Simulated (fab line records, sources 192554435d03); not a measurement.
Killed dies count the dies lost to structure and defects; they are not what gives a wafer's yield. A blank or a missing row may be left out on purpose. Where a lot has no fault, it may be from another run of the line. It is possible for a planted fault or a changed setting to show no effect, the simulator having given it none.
A lot that was struck, set against a sound lot | flow n5-finfet | 41 out of 1938 route steps
Sound: the wafers L531.2, L531.3, L531.4. The struck wafers were L514.3, L514.4, L514.6. The cause is named last.
Per side, at each step with rows, come the tool, then ch with its chambers, and then its first start. Under that, the readings that differ: sound wafers | struck wafers | difference of the means | sigmas: that difference in standard deviations of wafers without a fault.
alike: readings whose means differ by less than 2 such deviations, and words and numbers that are the same on both sides. not compared: withheld readings, readings that some wafer has no value for, bounds like >300 that may hide the same value, and numbers for which the record gives no deviation and whose values overlap.
A row with sigmas, a row that says differs or no value, or rows on one side alone: a step with any of these is where the two part. Numbers that have no deviation but don't overlap get no sigmas and don't part them. A reading that every wafer of one side lacks parts them only if that side has two wafers or more.

first, 12 steps without rows for these wafers: N5_SD_EPI_N_STRIP_36 (strips in N2/H2); N5_SD_EPI_N_ETCHBACK_44 (etches SiNx in CH3F/O2, stops on SiO2, target depth 14.5 nm); N5_SD_EPI_N_ETCH_45 (etches SiOCN in CH3F/O2, target depth 6 nm); N5_SD_EPI_N_ETCH_16 (etches SiO2 in CHF3/O2, target depth 5 nm); N5_SD_EPI_N_STRIP_47 (strips in CHF3/O2); N5_SD_EPI_N_SD_RECESS_17 (chemistry HBr/Cl2/O2, target depth 41 nm, time 23.7 s, bt time 3 s); N5_SD_EPI_N_STRIP_38 (strips in N2/H2); N5_SD_EPI_N_WET_ETCH_43 (etches SiO2 in dHF, time 14 s, target depth 1.5 nm); N5_SD_EPI_N_STRIP_18 (strips in SPM, time 750 s); N5_SD_EPI_N_SRD_20 (time 30 s); N5_SD_EPI_N_PRECLEAN_48 (cleans in NF3:NH3, afs cycles 2, time 20 s, sublimation time 60 s); N5_SD_EPI_N_VAPOR_ETCH_50 (etches Si in HCl, time 54 s).
N5_SD_EPI_N_EPI_21: deposits Si:P, time 690 s.
  sound on epi-rpcvd-01 ch 0, day 8 03:13; struck on epi-rpcvd-02 ch 0, day 3 20:55
  reading                                   | sound                | struck               | difference | sigmas
  susceptor-temp-C (C)                      | 680.15 679.83 680.28 | 667.87 668.12 667.82 | -12.15     | -45
  susceptor_temp_C_max                      | 682.6 681.4 682.0    | 670.2 670.7 670.7    | -11.5      | -16
  model.Si-P_of_SD_EPI_N_EPI_21.thk-nm (nm) | 58.4 59 58.6         | 47.2 46.4 47.4       | -11.7      |
  alike: chamber-pressure-Torr
N5_SD_EPI_N_EPI_MEAS_23:
  struck on film-metro-02, day 3 22:04; sound on film-metro-01, day 8 04:39
  reading     | sound          | struck         | difference | sigmas
  thk-nm (nm) | 59.6 57.4 58.9 | 47.1 43.9 46.3 | -12.9      | -11
then, 24 steps without rows for these wafers: N5_SD_EPI_N_PRECLEAN_24 (cleans in O3/DIW, time 60 s); N5_SD_EPI_N_SRD_25 (time 30 s); N5_SD_EPI_N_PRECLEAN_49 (cleans in NF3:NH3, afs cycles 1, time 20 s, sublimation time 60 s); N5_SD_EPI_N_LINER_46 (material SiNx, target thk 3 nm); N5_SD_EPI_P_COAT_34 (time 60 s, resist thk 350 nm); N5_SD_EPI_P_COAT_35 (time 60 s, resist thk 35 nm); N5_SD_EPI_P_COAT_03 (resist thk 150 nm); N5_SD_EPI_P_EBR_05; N5_SD_EPI_P_SOFTBAKE_04 (time 60 s); N5_SD_EPI_P_EXPOSE_06 (exposes mask SD P BLK, target cd 240 nm); N5_SD_EPI_P_PEB_07 (peb time 60 s); N5_SD_EPI_P_DEVELOP_08 (develop time 30 s); N5_SD_EPI_P_DESCUM_14 (chemistry O2, time 7.9 s); N5_SD_EPI_P_ETCH_36 (etches SiARC in CF4, target depth 45.5 nm, time 75.8 s); N5_SD_EPI_P_ETCH_37 (etches SOC in N2/H2, overetch 108 nm, time 486 s); N5_SD_EPI_P_STRIP_38 (strips in N2/H2); N5_SD_EPI_P_ETCHBACK_46 (etches SiNx in CH3F/O2, stops on SiO2, target depth 17.5 nm); N5_SD_EPI_P_ETCH_47 (etches SiOCN in CH3F/O2, target depth 25 nm); N5_SD_EPI_P_ETCH_16 (etches SiO2 in CHF3/O2, target depth 5 nm); N5_SD_EPI_P_STRIP_50 (strips in CHF3/O2); N5_SD_EPI_P_SD_RECESS_17 (chemistry HBr/Cl2/O2, target depth 39.1 nm, bt time 3 s); N5_SD_EPI_P_WET_ETCH_45 (etches SiO2 in dHF, time 10.7 s, target depth 2 nm, rinse time 30 s); N5_SD_EPI_P_STRIP_40 (strips in N2/H2); N5_SD_EPI_P_PRECLEAN_52 (cleans in O3/DIW, time 60 s).
N5_SD_ACTIVATION_RS_MEAS_03: measurement is done with a four-point probe.
  struck on film-metro-02, day 4 05:22; sound on film-metro-01, day 8 10:04
  reading          | sound          | struck         | difference | sigmas
  RS_SD_N (ohm/sq) | 22.2 22.1 22.1 | 27.2 27.5 27.1 | +5.1       | +16
  alike: RS_SD_P
N5_MOL_CONTACT_COAG_ETCH_15: etches SiNx in CH3F/O2, stops on Si:P, target depth 7 nm.
  sound on rie-diel-01 ch 0,1,2, day 9 15:11; struck on rie-diel-01 ch 0,2, day 5 09:49
  reading                                   | sound          | struck         | difference | sigmas
  model.Si-P_of_SD_EPI_N_EPI_21.thk-nm (nm) | 57.6 58.2 57.8 | 46.6 45.6 46.8 | -11.5      |
  alike: drypump-motor-current-A, oes-product-au, rf-vpp-V, showerhead-plenum-p-Torr, throttle-valve-pct
  not compared: rf-hours-counter-h
-- here the record skips 3 days between the struck wafers' starts before and after, leaving off in module MOL_CONTACT_COAG and picking up in module BEOL_M4 (first step shown: number 1111 of the route) --
N5_BEOL_M4_RC_MEAS_101:
  sound on prober-02 ch 0, day 12 17:45; struck on prober-02 ch 0, day 8 13:30
  reading          | sound          | struck         | difference | sigmas
  REXT_N (ohm.um)  | 75.4 75.1 74.3 | 80.2 80.8 79.5 | +5.2       | +3
  RS_SD_N (ohm/sq) | 28.6 28.2 28.5 | 35.2 36.2 35.2 | +7.1       | +19
  alike: DIBL_N, DIBL_P, IOFF_N, IOFF_P, ION_N, ION_P, SS_N, SS_P, VT_N, VT_P

WHERE THEY PART
Last at N5_BEOL_M4_RC_MEAS_101 as far as this record goes, first at N5_SD_EPI_N_EPI_21.

WHY: what the simulator had put in
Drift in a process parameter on epi-rpcvd-02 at N5_SD_EPI_N_EPI_21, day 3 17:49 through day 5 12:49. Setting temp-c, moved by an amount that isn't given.
